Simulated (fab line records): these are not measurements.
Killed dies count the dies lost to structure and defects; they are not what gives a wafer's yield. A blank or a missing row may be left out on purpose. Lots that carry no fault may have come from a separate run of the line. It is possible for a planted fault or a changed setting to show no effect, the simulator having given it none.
fab line records / flow nand-harc
[record] lots = 6 wafers = 18 last-day = 34
route steps=1302 shown A_ONON_D2@552
lots with no fault: from the same line, run without faults
start-h: hours from the record's first day to the start of the lot's first wafer shown / wait-h: hours from the lot's prior step to this one / " repeats the value in the row above / L1.1+2: one row covering several wafers at once / - value missing, or start not given / * or withheld: withheld / < > ~ a bound
route shown NAME@n: names a module that has steps shown in the file, with the first one's number in the route / usual: mean/standard deviation taken from wafers without a fault / same: alike in all rows / chamber/n: place in a boat / sites: each site's reading / _std_site: standard deviation of those values / _edge_site: the outer-site mean with the inner-site mean subtracted / radius-mm: how far each site lies from the wafer's centre / mask NAME#n: copy n / behind: the tool/chamber that last shaped the wafer / hold: the reason the lot was held/the length of the hold in hours/how it ended / device: names the non-switching transistor (n, p or np) / end of line: the tests these same wafers got at the end of their route / a step with no rows: only its recipe / killed: dies that structure and defects cost at the first sort, which is not the same as the wafer's yield / map: a wafer's dies, marking killed ones x, the rest . and places with no die _
set.NAME: the run value of the setting; set.NAME@STEP: its run value at that earlier step / model.NAME: the simulator's own value behind a step, which no gauge read
certain route steps with their lots: each step a table, each wafer a row
services: the hour from which a tool's chamber was out of use, counted from the record's first day as start-h (under 0 if before that day), plus the number of hours and why
[[steps]]
[step NHARC_A_ONON_D2_THK_MEAS_11]
[recipe] thk-meas-gauge = ellipsometry
[usual] thk-nm = 996/13
lot.wafer=L512.3 tool=film-metro-02 chamber=- start-h=286.14 wait-h=- thk-nm=991
lot.wafer=L512.5 tool=film-metro-02 chamber=- start-h=286.14 wait-h=- thk-nm=992
lot.wafer=L512.6 tool=film-metro-02 chamber=- start-h=286.14 wait-h=- thk-nm=991
lot.wafer=L516.1 tool=film-metro-02 chamber=- start-h=326.32 wait-h=- thk-nm=974
lot.wafer=L516.2 tool=film-metro-02 chamber=- start-h=326.32 wait-h=- thk-nm=973
lot.wafer=L516.3 tool=film-metro-02 chamber=- start-h=326.32 wait-h=- thk-nm=974
lot.wafer=L529.2 tool=film-metro-02 chamber=- start-h=463.11 wait-h=- thk-nm=1014
lot.wafer=L529.3 tool=film-metro-02 chamber=- start-h=463.11 wait-h=- thk-nm=1015
lot.wafer=L529.4 tool=film-metro-02 chamber=- start-h=463.11 wait-h=- thk-nm=1013
lot.wafer=L533.1 tool=film-metro-02 chamber=- start-h=493.04 wait-h=- thk-nm=1024
lot.wafer=L533.2 tool=film-metro-02 chamber=- start-h=493.04 wait-h=- thk-nm=1022
lot.wafer=L533.6 tool=film-metro-02 chamber=- start-h=493.04 wait-h=- thk-nm=1024
lot.wafer=L532.2 tool=film-metro-02 chamber=- start-h=493.10 wait-h=- thk-nm=1000
lot.wafer=L532.3 tool=film-metro-02 chamber=- start-h=493.10 wait-h=- thk-nm=1000
lot.wafer=L532.6 tool=film-metro-02 chamber=- start-h=493.10 wait-h=- thk-nm=1000
lot.wafer=L534.2 tool=film-metro-01 chamber=- start-h=502.01 wait-h=- thk-nm=1000
lot.wafer=L534.3 tool=film-metro-01 chamber=- start-h=502.01 wait-h=- thk-nm=1001
lot.wafer=L534.6 tool=film-metro-01 chamber=- start-h=502.01 wait-h=- thk-nm=1002
[step NHARC_A_ONON_D2_DEP_12]
[recipe] target-thk-a = 10000 n2-flow-sccm = 2750 n2o-flow-sccm = 2000 nh3-flow-sccm = 500 sih4-flow-sccm = 210 temp-c = 400
[step NHARC_A_ONON_D2_THK_MEAS_14]
[recipe] thk-meas-gauge = ellipsometry
[usual] thk-nm = 999/11
lot.wafer=L512.3 tool=film-metro-02 chamber=- start-h=286.71 wait-h=- thk-nm=994
lot.wafer=L512.5 tool=film-metro-02 chamber=- start-h=286.71 wait-h=- thk-nm=994
lot.wafer=L512.6 tool=film-metro-02 chamber=- start-h=286.71 wait-h=- thk-nm=993
lot.wafer=L516.1 tool=film-metro-01 chamber=- start-h=326.89 wait-h=- thk-nm=982
lot.wafer=L516.2 tool=film-metro-01 chamber=- start-h=326.89 wait-h=- thk-nm=982
lot.wafer=L516.3 tool=film-metro-01 chamber=- start-h=326.89 wait-h=- thk-nm=982
lot.wafer=L529.2 tool=film-metro-02 chamber=- start-h=463.67 wait-h=- thk-nm=986
lot.wafer=L529.3 tool=film-metro-02 chamber=- start-h=463.67 wait-h=- thk-nm=985
lot.wafer=L529.4 tool=film-metro-02 chamber=- start-h=463.67 wait-h=- thk-nm=985
lot.wafer=L533.1 tool=film-metro-01 chamber=- start-h=493.61 wait-h=- thk-nm=1002
lot.wafer=L533.2 tool=film-metro-01 chamber=- start-h=493.61 wait-h=- thk-nm=1002
lot.wafer=L533.6 tool=film-metro-01 chamber=- start-h=493.61 wait-h=- thk-nm=1000
lot.wafer=L532.2 tool=film-metro-02 chamber=- start-h=493.66 wait-h=- thk-nm=1006
lot.wafer=L532.3 tool=film-metro-02 chamber=- start-h=493.66 wait-h=- thk-nm=1007
lot.wafer=L532.6 tool=film-metro-02 chamber=- start-h=493.66 wait-h=- thk-nm=1006
lot.wafer=L534.2 tool=film-metro-02 chamber=- start-h=502.57 wait-h=- thk-nm=1017
lot.wafer=L534.3 tool=film-metro-02 chamber=- start-h=502.57 wait-h=- thk-nm=1019
lot.wafer=L534.6 tool=film-metro-02 chamber=- start-h=502.57 wait-h=- thk-nm=1016
[step NHARC_A_ONON_D2_ANNEAL_15]
[recipe] temp-c = 750 time-s = 3600
[step NHARC_A_ONON_D2_DEP_16]
[recipe] target-thk-a = 10000 n2-flow-sccm = 2750 n2o-flow-sccm = 2000 nh3-flow-sccm = 500 sih4-flow-sccm = 210 temp-c = 400
[step NHARC_A_ONON_D2_THK_MEAS_18]
[recipe] thk-meas-gauge = ellipsometry
[usual] thk-nm = 999/13
lot.wafer=L512.3 tool=film-metro-02 chamber=- start-h=294.32 wait-h=- thk-nm=1012
lot.wafer=L512.5 tool=film-metro-02 chamber=- start-h=294.32 wait-h=- thk-nm=1013
lot.wafer=L512.6 tool=film-metro-02 chamber=- start-h=294.32 wait-h=- thk-nm=1013
lot.wafer=L516.1 tool=film-metro-02 chamber=- start-h=336.89 wait-h=- thk-nm=1013
lot.wafer=L516.2 tool=film-metro-02 chamber=- start-h=336.89 wait-h=- thk-nm=1013
lot.wafer=L516.3 tool=film-metro-02 chamber=- start-h=336.89 wait-h=- thk-nm=1014
lot.wafer=L529.2 tool=film-metro-02 chamber=- start-h=471.70 wait-h=- thk-nm=1012
lot.wafer=L529.3 tool=film-metro-02 chamber=- start-h=471.70 wait-h=- thk-nm=1014
lot.wafer=L529.4 tool=film-metro-02 chamber=- start-h=471.70 wait-h=- thk-nm=1011
lot.wafer=L533.1 tool=film-metro-01 chamber=- start-h=505.34 wait-h=- thk-nm=1005
lot.wafer=L533.2 tool=film-metro-01 chamber=- start-h=505.34 wait-h=- thk-nm=1004
lot.wafer=L533.6 tool=film-metro-01 chamber=- start-h=505.34 wait-h=- thk-nm=1004
lot.wafer=L532.2 tool=film-metro-02 chamber=- start-h=505.34 wait-h=- thk-nm=1002
lot.wafer=L532.3 tool=film-metro-02 chamber=- start-h=505.34 wait-h=- thk-nm=1004
lot.wafer=L532.6 tool=film-metro-02 chamber=- start-h=505.34 wait-h=- thk-nm=1002
lot.wafer=L534.2 tool=film-metro-01 chamber=- start-h=513.34 wait-h=- thk-nm=998
lot.wafer=L534.3 tool=film-metro-01 chamber=- start-h=513.34 wait-h=- thk-nm=997
lot.wafer=L534.6 tool=film-metro-01 chamber=- start-h=513.34 wait-h=- thk-nm=996
[step NHARC_A_ONON_D2_DEP_19]
[recipe] target-thk-a = 10000 n2-flow-sccm = 2750 n2o-flow-sccm = 2000 nh3-flow-sccm = 500 sih4-flow-sccm = 210 temp-c = 400
[step NHARC_A_ONON_D2_THK_MEAS_21]
[recipe] thk-meas-gauge = ellipsometry
[usual] thk-nm = 1003/10
lot.wafer=L512.3 tool=film-metro-01 chamber=- start-h=294.89 wait-h=- thk-nm=1016
lot.wafer=L512.5 tool=film-metro-01 chamber=- start-h=294.89 wait-h=- thk-nm=1017
lot.wafer=L512.6 tool=film-metro-01 chamber=- start-h=294.89 wait-h=- thk-nm=1019
lot.wafer=L516.1 tool=film-metro-02 chamber=- start-h=337.46 wait-h=- thk-nm=1006
lot.wafer=L516.2 tool=film-metro-02 chamber=- start-h=337.46 wait-h=- thk-nm=1007
lot.wafer=L516.3 tool=film-metro-02 chamber=- start-h=337.46 wait-h=- thk-nm=1005
lot.wafer=L529.2 tool=film-metro-02 chamber=- start-h=472.28 wait-h=- thk-nm=981
lot.wafer=L529.3 tool=film-metro-02 chamber=- start-h=472.28 wait-h=- thk-nm=978
lot.wafer=L529.4 tool=film-metro-02 chamber=- start-h=472.28 wait-h=- thk-nm=979
lot.wafer=L532.2 tool=film-metro-02 chamber=- start-h=505.90 wait-h=- thk-nm=1000
lot.wafer=L532.3 tool=film-metro-02 chamber=- start-h=505.90 wait-h=- thk-nm=999
lot.wafer=L532.6 tool=film-metro-02 chamber=- start-h=505.90 wait-h=- thk-nm=1000
lot.wafer=L533.1 tool=film-metro-01 chamber=- start-h=505.90 wait-h=- thk-nm=999
lot.wafer=L533.2 tool=film-metro-01 chamber=- start-h=505.90 wait-h=- thk-nm=999
lot.wafer=L533.6 tool=film-metro-01 chamber=- start-h=505.90 wait-h=- thk-nm=999
lot.wafer=L534.2 tool=film-metro-01 chamber=- start-h=513.91 wait-h=- thk-nm=1002
lot.wafer=L534.3 tool=film-metro-01 chamber=- start-h=513.91 wait-h=- thk-nm=1002
lot.wafer=L534.6 tool=film-metro-01 chamber=- start-h=513.91 wait-h=- thk-nm=1004
[step NHARC_A_ONON_D2_DEP_22]
[recipe] target-thk-a = 10000 n2-flow-sccm = 2750 n2o-flow-sccm = 2000 nh3-flow-sccm = 500 sih4-flow-sccm = 210 temp-c = 400
[step NHARC_A_ONON_D2_THK_MEAS_24]
[recipe] thk-meas-gauge = ellipsometry
[usual] thk-nm = 1002/10
lot.wafer=L512.3 tool=film-metro-01 chamber=- start-h=295.46 wait-h=- thk-nm=996
lot.wafer=L512.5 tool=film-metro-01 chamber=- start-h=295.46 wait-h=- thk-nm=996
lot.wafer=L512.6 tool=film-metro-01 chamber=- start-h=295.46 wait-h=- thk-nm=996
lot.wafer=L516.1 tool=film-metro-02 chamber=- start-h=338.02 wait-h=- thk-nm=981
lot.wafer=L516.2 tool=film-metro-02 chamber=- start-h=338.02 wait-h=- thk-nm=980
lot.wafer=L516.3 tool=film-metro-02 chamber=- start-h=338.02 wait-h=- thk-nm=981
lot.wafer=L529.2 tool=film-metro-02 chamber=- start-h=472.84 wait-h=- thk-nm=1020
lot.wafer=L529.3 tool=film-metro-02 chamber=- start-h=472.84 wait-h=- thk-nm=1022
lot.wafer=L529.4 tool=film-metro-02 chamber=- start-h=472.84 wait-h=- thk-nm=1020
lot.wafer=L532.2 tool=film-metro-02 chamber=- start-h=506.46 wait-h=- thk-nm=1004
lot.wafer=L532.3 tool=film-metro-02 chamber=- start-h=506.46 wait-h=- thk-nm=1005
lot.wafer=L532.6 tool=film-metro-02 chamber=- start-h=506.46 wait-h=- thk-nm=1003
lot.wafer=L533.1 tool=film-metro-01 chamber=- start-h=506.47 wait-h=- thk-nm=1010
lot.wafer=L533.2 tool=film-metro-01 chamber=- start-h=506.47 wait-h=- thk-nm=1010
lot.wafer=L533.6 tool=film-metro-01 chamber=- start-h=506.47 wait-h=- thk-nm=1009
lot.wafer=L534.2 tool=film-metro-01 chamber=- start-h=514.47 wait-h=- thk-nm=996
lot.wafer=L534.3 tool=film-metro-01 chamber=- start-h=514.47 wait-h=- thk-nm=998
lot.wafer=L534.6 tool=film-metro-01 chamber=- start-h=514.47 wait-h=- thk-nm=997
[step NHARC_A_ONON_D2_DEP_25]
[recipe] target-thk-a = 10000 n2-flow-sccm = 2750 n2o-flow-sccm = 2000 nh3-flow-sccm = 500 sih4-flow-sccm = 210 temp-c = 400
[step NHARC_A_ONON_D2_THK_MEAS_27]
[recipe] thk-meas-gauge = ellipsometry
[usual] thk-nm = 1000/7.1
lot.wafer=L512.3 tool=film-metro-02 chamber=- start-h=296.03 wait-h=- thk-nm=1006
lot.wafer=L512.5 tool=film-metro-02 chamber=- start-h=296.03 wait-h=- thk-nm=1005
lot.wafer=L512.6 tool=film-metro-02 chamber=- start-h=296.03 wait-h=- thk-nm=1006
lot.wafer=L516.1 tool=film-metro-02 chamber=- start-h=338.59 wait-h=- thk-nm=999
lot.wafer=L516.2 tool=film-metro-02 chamber=- start-h=338.59 wait-h=- thk-nm=1000
lot.wafer=L516.3 tool=film-metro-02 chamber=- start-h=338.59 wait-h=- thk-nm=1000
lot.wafer=L529.2 tool=film-metro-02 chamber=- start-h=473.41 wait-h=- thk-nm=1011
lot.wafer=L529.3 tool=film-metro-02 chamber=- start-h=473.41 wait-h=- thk-nm=1010
lot.wafer=L529.4 tool=film-metro-02 chamber=- start-h=473.41 wait-h=- thk-nm=1011
lot.wafer=L532.2 tool=film-metro-01 chamber=- start-h=507.03 wait-h=- thk-nm=992
lot.wafer=L532.3 tool=film-metro-01 chamber=- start-h=507.03 wait-h=- thk-nm=991
lot.wafer=L532.6 tool=film-metro-01 chamber=- start-h=507.03 wait-h=- thk-nm=988
lot.wafer=L533.1 tool=film-metro-02 chamber=- start-h=507.04 wait-h=- thk-nm=1009
lot.wafer=L533.2 tool=film-metro-02 chamber=- start-h=507.04 wait-h=- thk-nm=1009
lot.wafer=L533.6 tool=film-metro-02 chamber=- start-h=507.04 wait-h=- thk-nm=1010
lot.wafer=L534.2 tool=film-metro-02 chamber=- start-h=515.03 wait-h=- thk-nm=997
lot.wafer=L534.3 tool=film-metro-02 chamber=- start-h=515.03 wait-h=- thk-nm=1001
lot.wafer=L534.6 tool=film-metro-02 chamber=- start-h=515.03 wait-h=- thk-nm=1001
[step NHARC_A_ONON_D2_DEP_28]
[recipe] target-thk-a = 10000 n2-flow-sccm = 2750 n2o-flow-sccm = 2000 nh3-flow-sccm = 500 sih4-flow-sccm = 210 temp-c = 400
lot.wafer=L512.3+5+6 tool=pecvd-onon-03 chamber=0 start-h=296.20 wait-h=0.2
lot.wafer=L516.1+2+3 tool=pecvd-onon-04 chamber=0 start-h=338.64 wait-h=0.1
lot.wafer=L529.2+3+4 tool=pecvd-onon-04 chamber=0 start-h=473.52 wait-h=0.1
lot.wafer=L533.1+2+6 tool=pecvd-onon-03 chamber=0 start-h=507.09 wait-h=0.1
lot.wafer=L532.2+3+6 tool=pecvd-onon-04 chamber=0 start-h=507.14 wait-h=0.1
lot.wafer=L534.2+3+6 tool=pecvd-onon-03 chamber=0 start-h=515.15 wait-h=0.1
[step NHARC_A_ONON_D2_THK_MEAS_30]
[recipe] thk-meas-gauge = ellipsometry
[usual] thk-nm = 1001/11
lot.wafer=L512.3 tool=film-metro-02 chamber=- start-h=296.60 wait-h=- thk-nm=993
lot.wafer=L512.5 tool=film-metro-02 chamber=- start-h=296.60 wait-h=- thk-nm=992
lot.wafer=L512.6 tool=film-metro-02 chamber=- start-h=296.60 wait-h=- thk-nm=991
lot.wafer=L516.1 tool=film-metro-01 chamber=- start-h=339.17 wait-h=- thk-nm=993
lot.wafer=L516.2 tool=film-metro-01 chamber=- start-h=339.17 wait-h=- thk-nm=995
lot.wafer=L516.3 tool=film-metro-01 chamber=- start-h=339.17 wait-h=- thk-nm=996
lot.wafer=L529.2 tool=film-metro-01 chamber=- start-h=473.97 wait-h=- thk-nm=995
lot.wafer=L529.3 tool=film-metro-01 chamber=- start-h=473.97 wait-h=- thk-nm=1098
lot.wafer=L529.4 tool=film-metro-01 chamber=- start-h=473.97 wait-h=- thk-nm=995
lot.wafer=L532.2 tool=film-metro-01 chamber=- start-h=507.59 wait-h=- thk-nm=984
lot.wafer=L532.3 tool=film-metro-01 chamber=- start-h=507.59 wait-h=- thk-nm=1088
lot.wafer=L532.6 tool=film-metro-01 chamber=- start-h=507.59 wait-h=- thk-nm=1088
lot.wafer=L533.1 tool=film-metro-02 chamber=- start-h=507.61 wait-h=- thk-nm=1008
lot.wafer=L533.2 tool=film-metro-02 chamber=- start-h=507.61 wait-h=- thk-nm=1010
lot.wafer=L533.6 tool=film-metro-02 chamber=- start-h=507.61 wait-h=- thk-nm=1009
lot.wafer=L534.2 tool=film-metro-01 chamber=- start-h=515.60 wait-h=- thk-nm=996
lot.wafer=L534.3 tool=film-metro-01 chamber=- start-h=515.60 wait-h=- thk-nm=997
lot.wafer=L534.6 tool=film-metro-01 chamber=- start-h=515.60 wait-h=- thk-nm=996
[step NHARC_A_ONON_D2_DEP_33]
[recipe] target-thk-a = 2000 temp-c = 400 pressure-torr = 6.5 rf-w = 900 teos-flow-sccm = 161.4 flow-sccm = 2650 target-thk-nm = 200 gas = O2 material = SiO2
[usual] heater-power-outer-w = 323/58 heater-power-w = 598/100 throttle-valve-pct = 15.9/0.47
lot.wafer=L512.3 tool=pecvd-02 chamber=0 start-h=296.74 wait-h=0.1 heater-power-outer-w=410 heater-power-w=710 throttle-valve-pct=16.4
lot.wafer=L512.5 tool=pecvd-02 chamber=1 start-h=296.74 wait-h=0.1 heater-power-outer-w=357 heater-power-w=705 throttle-valve-pct=16.5
lot.wafer=L512.6 tool=pecvd-02 chamber=2 start-h=296.74 wait-h=0.1 heater-power-outer-w=240 heater-power-w=412 throttle-valve-pct=15.6
lot.wafer=L516.3 tool=pecvd-04 chamber=0 start-h=339.41 wait-h=0.2 heater-power-outer-w=307 heater-power-w=556 throttle-valve-pct=15.6
lot.wafer=L516.1 tool=pecvd-04 chamber=1 start-h=339.41 wait-h=0.2 heater-power-outer-w=332 heater-power-w=627 throttle-valve-pct=15.3
lot.wafer=L516.2 tool=pecvd-04 chamber=2 start-h=339.41 wait-h=0.2 heater-power-outer-w=368 heater-power-w=663 throttle-valve-pct=16.1
lot.wafer=L529.3 tool=pecvd-02 chamber=0 start-h=474.03 wait-h=0.1 heater-power-outer-w=404 heater-power-w=701 throttle-valve-pct=16.0
lot.wafer=L529.2 tool=pecvd-02 chamber=1 start-h=474.03 wait-h=0.1 heater-power-outer-w=358 heater-power-w=674 throttle-valve-pct=16.4
lot.wafer=L529.4 tool=pecvd-02 chamber=1 start-h=474.03 wait-h=0.1 heater-power-outer-w=359 heater-power-w=685 throttle-valve-pct=16.5
lot.wafer=L532.3 tool=pecvd-01 chamber=1 start-h=507.65 wait-h=0.1 heater-power-outer-w=384 heater-power-w=636 throttle-valve-pct=15.4
lot.wafer=L532.2 tool=pecvd-01 chamber=2 start-h=507.65 wait-h=0.1 heater-power-outer-w=281 heater-power-w=582 throttle-valve-pct=15.1
lot.wafer=L532.6 tool=pecvd-01 chamber=2 start-h=507.65 wait-h=0.1 heater-power-outer-w=289 heater-power-w=591 throttle-valve-pct=15.0
lot.wafer=L533.2 tool=pecvd-02 chamber=1 start-h=507.71 wait-h=0.1 heater-power-outer-w=345 heater-power-w=651 throttle-valve-pct=16.5
lot.wafer=L533.1 tool=pecvd-02 chamber=2 start-h=507.71 wait-h=0.1 heater-power-outer-w=222 heater-power-w=387 throttle-valve-pct=15.6
lot.wafer=L533.6 tool=pecvd-02 chamber=1 start-h=507.71 wait-h=0.1 heater-power-outer-w=354 heater-power-w=652 throttle-valve-pct=16.4
lot.wafer=L534.2 tool=pecvd-04 chamber=0 start-h=515.70 wait-h=0.1 heater-power-outer-w=278 heater-power-w=502 throttle-valve-pct=15.8
lot.wafer=L534.3 tool=pecvd-04 chamber=1 start-h=515.70 wait-h=0.1 heater-power-outer-w=255 heater-power-w=483 throttle-valve-pct=15.0
lot.wafer=L534.6 tool=pecvd-04 chamber=1 start-h=515.70 wait-h=0.1 heater-power-outer-w=268 heater-power-w=504 throttle-valve-pct=14.9
[[services]]
tool=pecvd-04 chamber=0 start-h=282.11 hours=- kind=clean
tool=pecvd-04 chamber=1 start-h=282.11 hours=- kind=clean
tool=pecvd-04 chamber=2 start-h=282.11 hours=- kind=clean
tool=pecvd-01 chamber=- start-h=311.00 hours=13.0 kind=pm
tool=pecvd-onon-04 chamber=- start-h=311.04 hours=13.0 kind=pm
tool=pecvd-02 chamber=- start-h=341.51 hours=0.5 kind=repair
tool=pecvd-04 chamber=- start-h=359.34 hours=0.5 kind=repair
tool=pecvd-02 chamber=0 start-h=391.83 hours=6.5 kind=repair
tool=pecvd-02 chamber=- start-h=408.16 hours=13.0 kind=pm
tool=pecvd-02 chamber=0 start-h=408.16 hours=13.6 kind=vent-cycle
tool=pecvd-02 chamber=1 start-h=408.16 hours=13.0 kind=vent-cycle
tool=pecvd-02 chamber=2 start-h=408.16 hours=13.0 kind=vent-cycle
tool=pecvd-onon-03 chamber=- start-h=408.25 hours=13.0 kind=pm
tool=pecvd-02 chamber=1 start-h=421.16 hours=- kind=clean
tool=pecvd-02 chamber=2 start-h=421.16 hours=- kind=clean
tool=pecvd-04 chamber=- start-h=450.11 hours=13.0 kind=pm
tool=pecvd-04 chamber=0 start-h=450.11 hours=13.0 kind=vent-cycle
tool=pecvd-04 chamber=1 start-h=450.11 hours=13.0 kind=vent-cycle
tool=pecvd-04 chamber=2 start-h=450.11 hours=13.0 kind=vent-cycle
tool=pecvd-04 chamber=0 start-h=463.11 hours=- kind=clean
tool=pecvd-04 chamber=1 start-h=463.11 hours=- kind=clean
tool=pecvd-01 chamber=- start-h=492.00 hours=13.0 kind=pm
tool=pecvd-onon-04 chamber=- start-h=492.31 hours=13.0 kind=pm
tool=pecvd-onon-03 chamber=- start-h=512.01 hours=2.1 kind=repair
[[key]]
[first-sign] step = NHARC_A_ONON_D2_THK_MEAS_30 reading = thk-nm direction = up sigmas = 8.2 usual = 1001 struck = 1091
effect none on later readings
met-at NHARC_A_ONON_D2_DEP_28
struck-wafers L529.3,L532.3,L532.6
tester-left-out L529,L532
onset-between 338.64 473.52
[fault] kind = process-parameter-drift tool = pecvd-onon-04 chamber = - onset-h = 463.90 steps = NHARC_A_ONON_D2_DEP_28 channel = target-thk-a offset = * shape = step end-h = 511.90 scope = struck-wafers-only acts-in = * stated = *
// tester-left-out: of these lots the tester's yield and bins aren't shown, on N5 and GAA mostly nor the transistor test; their killed dies are dies lost to structure and defects alone, not to doping, threshold or leakage, so they don't give the yield
